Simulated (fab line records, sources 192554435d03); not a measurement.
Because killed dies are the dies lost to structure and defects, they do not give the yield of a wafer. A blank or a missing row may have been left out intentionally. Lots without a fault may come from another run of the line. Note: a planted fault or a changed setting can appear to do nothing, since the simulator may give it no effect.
A struck lot beside a sound one + flow n5-finfet + 18 steps out of a route of 1938
Sound: these wafers, L845.1, L845.4, L845.5. Wafers struck: L842.2, L842.3, L842.6. The cause is given at the end.
Per side, at each step with rows, come the tool, then ch with its chambers, and then its first start. Under that, the readings that differ: sound wafers + struck wafers + difference of the means + sigmas: that difference in standard deviations of wafers without a fault.
alike: words and numbers the same on both sides, and readings whose means are apart by under 2 such deviations; not compared: readings that were withheld, readings missing a value for some wafer, numbers with overlapping values and no deviation given by the record, and bounds like >300 which may hide the same value.
Wherever a step has rows on one side only, a row that says differs or no value, or a row with sigmas, the two part there. When numbers do not overlap yet have no deviation, they are printed without sigmas and do not part them. A reading missing from all wafers of one side parts the sides only when that side holds two or more wafers.

N5_BEOL_M3_INSPECT_30: inspects for defects (brightfield).
  struck on defect-inspect-02, day 12 19:50; sound on defect-inspect-01, day 13 07:52
  alike: raw-defect-count
then, 2 steps without rows for these wafers: N5_BEOL_M3_DESCUM_33 (chemistry O2, time 7 s); N5_BEOL_M3_ETCH_77 (etches underlayer in N2/H2, target depth 6.5 nm, time 5.2 s).
N5_BEOL_M3_ETCH_69: etches SiARC in CF4, target depth 15.6 nm, time 26 s.
  sound on rie-diel-05 ch 0,1,2, day 13 07:57; struck on rie-diel-03 ch 0,1,2, day 12 19:56
  alike: bias-w, drypump-motor-current-A, etch-rf-on-time-s, oes-product-au, rf-fwd-power-W, rf-vpp-V, showerhead-plenum-p-Torr, throttle-valve-pct
  not compared: rf-hours-counter-h
N5_BEOL_M3_ALD_98: deposits SiO2, target thk 2.5 nm, pulse time 1 s, co reactant pulse time 1 s.
  sound on ald-sin-03 ch 0,1, day 13 08:02; struck on ald-sin-03 ch 2,3, day 12 20:01
  alike: heater-power-w, precursor-pulse-height-rel
then, 1 step without rows for these wafers: N5_BEOL_M3_ETCHBACK_99 (etches SiO2 in CHF3, target depth 5 nm, time 10.4 s).
N5_BEOL_M3_ETCH_70: etches SOC in N2/H2, target depth 80 nm, overetch 16 nm, time 120 s.
  sound on rie-diel-04 ch 1,2, day 13 13:50; struck on rie-diel-03 ch 0,3, day 13 06:06
  alike: bias-w, drypump-motor-current-A, oes-product-au, rf-fwd-power-W, rf-vpp-V, showerhead-plenum-p-Torr, throttle-valve-pct
  not compared: rf-hours-counter-h
then, 2 steps without rows for these wafers: N5_BEOL_M3_STRIP_71 (strips in N2/H2); N5_BEOL_M3_STRIP_78 (strips in N2/H2).
N5_BEOL_M3_VIA_ETCH_34: etches the open film in C4F6/O2, target depth 69.4 nm, time 65.9 s.
  sound on rie-diel-04 ch 1,2, day 13 13:56; struck on rie-diel-03 ch 0,3, day 13 06:12
  alike: bias-w, drypump-motor-current-A, oes_f_703_au, oes_o_777_au, oes-product-au, rf-fwd-power-W, rf-vpp-V, showerhead-plenum-p-Torr, throttle-valve-pct
  not compared: rf-hours-counter-h
then, 2 steps without rows for these wafers: N5_BEOL_M3_STRIP_83 (strips in C4F6/O2); N5_BEOL_M3_STRIP_36 (strips in N2/H2).
N5_BEOL_M3_TRENCH_ETCH_37: etches SiOC in C4F6/O2, target depth 55.555 nm, time 29.2 s.
  sound on rie-diel-04 ch 1,2, day 13 14:02; struck on rie-diel-03 ch 0,3, day 13 06:18
| reading                                    | sound             | struck            | difference | sigmas      |
|--------------------------------------------|-------------------|-------------------|------------|-------------|
| oes_f_703_au (a.u.)                        | 0.76 0.76 0.94    | 0.47 0.54 0.47    | -0.33      | -5          |
| oes_o_777_au (a.u.)                        | 0.76 0.76 0.93    | 0.50 0.56 0.50    | -0.30      | -4          |
| oes-product-au (a.u.)                      | 0.75 0.74 0.95    | 0.60 0.66 0.59    | -0.20      | -3          |
| rf-fwd-power-W (W)                         | 348.8 348.6 349.3 | 135.7 137.4 137.4 | -212.1     | -99 or more |
| rf-vpp-V (V)                               | 646 646 681       | 827 787 827       | +156       | +11         |
| model.etch.depth-nm (nm)                   | 54.2 53.64 56.88  | 39.97 38.77 39.78 | -15.40     |             |
| model.BEOL_M3.feature-depth-nm (nm)        | 54.2 53.6 56.8    | 40 38.8 39.8      | -15        |             |
| model.TiN_of_BEOL_M3_HM_DEP_02.thk-nm (nm) | 17.6 17.8 17.8    | 18 18.4 18        | +0         |             |
  alike: bias-w, drypump-motor-current-A, showerhead-plenum-p-Torr, throttle-valve-pct
  not compared: rf-hours-counter-h
then, 1 step without rows for these wafers: N5_BEOL_M3_ETCH_41 (etches SiCN in CH3F/O2, target depth 29.9 nm, time 52.5 s).
N5_BEOL_M3_STRIP_97: strips in N2/H2, time 10 s.
  sound on rie-diel-04 ch 1,2; struck on rie-diel-03 ch 0,3
  alike: drypump-motor-current-A, oes-product-au, rf-vpp-V, showerhead-plenum-p-Torr, throttle-valve-pct
  not compared: rf-hours-counter-h
N5_BEOL_M3_OCD_MEAS_38:
  struck on ocd-02, day 13 06:28; sound on ocd-01, day 13 14:11
| reading              | sound          | struck         | difference | sigmas |
|----------------------|----------------|----------------|------------|--------|
| trench-depth-nm (nm) | 54.2 53.8 56.6 | 40.2 38.5 39.8 | -15.4      | -13    |
then, 1 step without rows for these wafers: N5_BEOL_M3_HM_STRIP_39 (strips TiN in peroxide tin strip, target depth 25 nm, time 158 s).
N5_BEOL_M4_RC_MEAS_101:
  sound on prober-02 ch 0, day 14 10:52; struck on prober-02 ch 0, day 14 05:29
| reading        | sound          | struck         | difference | sigmas |
|----------------|----------------|----------------|------------|--------|
| IOFF_N (nA/um) | 0.14 0.13 0.16 | 0.25 0.20 0.18 | +0.07      | +2     |
| SS_N (mV/dec)  | 70.4 71.2 71.5 | 73.6 72.5 72.5 | +1.8       | +3     |
  alike: DIBL_N, DIBL_P, IOFF_P, ION_N, ION_P, SS_P, VT_N, VT_P

== WHERE THEY PART ==
First at N5_BEOL_M3_TRENCH_ETCH_37; last, within this record, at N5_BEOL_M4_RC_MEAS_101.

WHY: what the simulator had put in
Process parameters drifting: rie-diel-03 at N5_BEOL_M3_TRENCH_ETCH_37, beginning at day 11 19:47. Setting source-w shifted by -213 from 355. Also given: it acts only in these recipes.
